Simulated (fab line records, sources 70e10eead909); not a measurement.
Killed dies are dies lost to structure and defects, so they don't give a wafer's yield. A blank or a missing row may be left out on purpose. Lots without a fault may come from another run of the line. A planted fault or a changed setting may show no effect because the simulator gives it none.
Which tool did it? | flow nand_harc | 13 lots, 39 wafers sampled, at 4 steps of a route of 1159

WHAT THE GAUGES READ, wafer by wafer
NHARC_P_GATE_OVL_MEAS_27. Usual: overlay_x_nm -0.2 nm, standard deviation 0.98; overlay_y_nm 0.0 nm, standard deviation 0.91.
lot  | measured     | on         | overlay_x_nm (nm) | overlay_y_nm (nm) | flag
L522 | day 5 20:52  | overlay-01 | -0.2 -0.4 0.1     | 0.8 1.0 0.1       |
L523 | day 5 21:31  | overlay-02 | -1.0 -0.9 -1.1    | 0.6 0.4 0.6       |
L524 | day 5 21:54  | overlay-02 | -0.3 0.2 0.1      | -0.6 -0.7 -1.3    |
L525 | day 6 11:05  | overlay-02 | -0.5 -1.3 -0.5    | -0.4 0.0 0.2      |
L526 | day 6 15:37  | overlay-01 | 0.8 0.5 0.9       | 1.5 1.8 2.2       |
L530 | day 8 02:05  | overlay-02 | -0.9 -1.3 -1.1    | -1.5 -1.9 -1.8    |
L531 | day 8 01:11  | overlay-02 | -0.6 -0.9 -1.7    | 0.0 0.4 -0.3      |
L532 | day 8 09:27  | overlay-02 | -0.5 -0.4 -0.2    | 0.2 0.5 0.1       |
L536 | day 9 04:39  | overlay-02 | 0.5 1.1 0.7       | 0.0 -0.3 -0.3     |
L537 | day 9 10:37  | overlay-02 | -0.1 -0.4 -0.2    | 0.9 0.2 0.2       |
L539 | day 10 01:13 | overlay-02 | 0.7 0.9 0.5       | 0.0 -0.1 -0.2     |
L540 | day 10 01:54 | overlay-02 | -0.4 -0.4 -0.4    | 0.1 0.8 -0.4      |
L541 | day 10 01:45 | overlay-01 | 1.5 0.6 1.0       | 0.0 -0.1 -0.1     |

WHICH TOOL RAN EACH LOT (tool, then ch and the chambers of the sampled wafers, then the start)
lot  | NHARC_P_ZERO_WELL_PECVD_02     | NHARC_P_ZERO_WELL_RTA_42        | NHARC_P_GATE_HM_DEP_102
L522 | pecvd-02 ch 1,2, day 2 12:27   | rtp_anneal-01 ch 0, day 2 19:03 | acl_dep-02 ch 0, day 5 19:32
L523 | pecvd-02 ch 0,2, day 2 18:26   | rtp_anneal-02 ch 0, day 3 00:52 | acl_dep-02 ch 0, day 5 20:04
L524 | pecvd-04 ch 1,2, day 3 00:30   | rtp_anneal-01 ch 0, day 3 06:57 | acl_dep-03 ch 0, day 5 20:35
L525 | pecvd-04 ch 0,1, day 3 06:31   | rtp_anneal-02 ch 0, day 3 12:45 | acl_dep-01 ch 0, day 6 09:54
L526 | pecvd-04 ch 1,2, day 3 12:29   | rtp_anneal-02 ch 0, day 3 18:47 | acl_dep-03 ch 0, day 6 14:01
L530 | pecvd-01 ch 0,1,2, day 4 12:31 | rtp_anneal-01 ch 0, day 4 19:17 | acl_dep-03 ch 0, day 8 00:43
L531 | pecvd-04 ch 0,1,2, day 4 18:27 | rtp_anneal-02 ch 0, day 5 00:37 | acl_dep-03 ch 0, day 7 23:59
L532 | pecvd-04 ch 0,1,2, day 5 00:29 | rtp_anneal-02 ch 0, day 5 07:02 | acl_dep-01 ch 0, day 8 08:07
L536 | pecvd-02 ch 0,1,2, day 6 00:33 | rtp_anneal-01 ch 0, day 6 06:41 | acl_dep-01 ch 0, day 9 03:21
L537 | pecvd-01 ch 0,1,2, day 6 06:27 | rtp_anneal-01 ch 0, day 6 12:53 | acl_dep-02 ch 0, day 9 09:25
L539 | pecvd-04 ch 0,1,2, day 6 18:32 | rtp_anneal-02 ch 0, day 7 01:10 | acl_dep-02 ch 0, day 9 23:45
L540 | pecvd-04 ch 0,1, day 7 00:26   | rtp_anneal-01 ch 0, day 7 07:03 | acl_dep-01 ch 0, day 10 00:22
L541 | pecvd-02 ch 0,2, day 7 06:26   | rtp_anneal-01 ch 0, day 7 12:58 | acl_dep-02 ch 0, day 10 00:23
- NHARC_P_ZERO_WELL_PECVD_02: deposits SiO2, target thk 10 nm.
- NHARC_P_ZERO_WELL_RTA_42: time 300 s.
- NHARC_P_GATE_HM_DEP_102: deposits aC, target thk 120 nm.

WHAT THE TOOLS THEMSELVES READ (means of the sampled wafers that have a number; where no wafer has one, the mark that the record gives instead)
NHARC_P_ZERO_WELL_PECVD_02. Usual: chamber_pressure_Torr 6.499 Torr, standard deviation 0.014; susceptor_temp_C 399.99 C, standard deviation 0.23.
lot  | tool     | chamber_pressure_Torr (Torr) | susceptor_temp_C (C) | flag
L522 | pecvd-02 | 6.491                        | 399.91               |
L523 | pecvd-02 | 6.494                        | 400.06               |
L524 | pecvd-04 | 6.511                        | 399.77               |
L525 | pecvd-04 | 6.502                        | 399.86               |
L526 | pecvd-04 | 6.496                        | 399.88               |
L530 | pecvd-01 | -                            | -                    | OFF
L531 | pecvd-04 | -                            | -                    | OFF
L532 | pecvd-04 | 6.486                        | 399.87               |
L536 | pecvd-02 | 6.499                        | 399.81               |
L537 | pecvd-01 | 6.504                        | 399.83               |
L539 | pecvd-04 | 6.509                        | 399.91               |
L540 | pecvd-04 | 6.493                        | 399.97               |
L541 | pecvd-02 | 6.503                        | 400.28               |

NHARC_P_ZERO_WELL_RTA_42. Usual: lamp_power_pct 39.5 %, standard deviation 1.7; lamp_zone_3_pct 39.5 %, standard deviation 1.7; wafer_temp_C_max 1105.1, standard deviation 1.5.
lot  | tool          | lamp_power_pct (%) | lamp_zone_3_pct (%) | wafer_temp_C_max | flag
L522 | rtp_anneal-01 | 41.2               | 41.2                | 1106.1           |
L523 | rtp_anneal-02 | 37.8               | 37.8                | 1104.1           |
L524 | rtp_anneal-01 | 41.2               | 41.2                | 1106.8           |
L525 | rtp_anneal-02 | 37.8               | 37.7                | 1104.5           |
L526 | rtp_anneal-02 | 37.8               | 37.8                | 1104.8           |
L530 | rtp_anneal-01 | 41.2               | 41.2                | 1105.4           |
L531 | rtp_anneal-02 | 37.8               | 37.9                | 1104.4           |
L532 | rtp_anneal-02 | 37.8               | 37.8                | 1103.9           |
L536 | rtp_anneal-01 | 41.2               | 41.2                | 1106.2           |
L537 | rtp_anneal-01 | 41.2               | 41.2                | 1106.3           |
L539 | rtp_anneal-02 | 37.7               | 37.7                | 1103.6           |
L540 | rtp_anneal-01 | 41.3               | 41.2                | 1106.4           |
L541 | rtp_anneal-01 | 41.2               | 41.2                | 1105.0           |

NHARC_P_GATE_HM_DEP_102. Usual: susceptor_temp_C 399.90 C, standard deviation 0.21; throttle_valve_pct 34.999 %, standard deviation 0.0095.
lot  | tool       | susceptor_temp_C (C) | throttle_valve_pct (%) | flag
L522 | acl_dep-02 | 399.81               | 34.995                 |
L523 | acl_dep-02 | 400.00               | 35.014                 |
L524 | acl_dep-03 | -                    | 34.986                 | OFF
L525 | acl_dep-01 | -                    | 35.009                 | OFF
L526 | acl_dep-03 | 399.91               | 34.990                 |
L530 | acl_dep-03 | -                    | 35.000                 | OFF
L531 | acl_dep-03 | -                    | 35.003                 | OFF
L532 | acl_dep-01 | 400.15               | 35.000                 |
L536 | acl_dep-01 | -                    | 34.992                 | OFF
L537 | acl_dep-02 | 399.69               | 35.002                 |
L539 | acl_dep-02 | -                    | 34.988                 | OFF
L540 | acl_dep-01 | -                    | 35.000                 | OFF
L541 | acl_dep-02 | -                    | 35.004                 | OFF

THE ANSWER, worked out from the rows above alone
Rule: a lot is off if the mean of its wafers that have a number lies more than 3 standard deviations from the usual mean. A lot without any number at a reading at which 4 lots or more have one is off too. The other lots that the step has rows for count as sound. The gauges are gone through in route order, then the tools' own readings, and for those a lot's mean is taken as printed above. The first step at which some lot is off is used, and at that step the reading that is off furthest; a lot without a number counts as furthest.
Off: L530, L531, at NHARC_P_ZERO_WELL_PECVD_02 (chamber_pressure_Torr). Without a number there: L530, L531.
A tool fits if, at that step or a process step before it, it ran every lot that is off, and no sound lot after the first of them. None of those tried fits.

WHAT THE SIMULATOR HAD PUT IN
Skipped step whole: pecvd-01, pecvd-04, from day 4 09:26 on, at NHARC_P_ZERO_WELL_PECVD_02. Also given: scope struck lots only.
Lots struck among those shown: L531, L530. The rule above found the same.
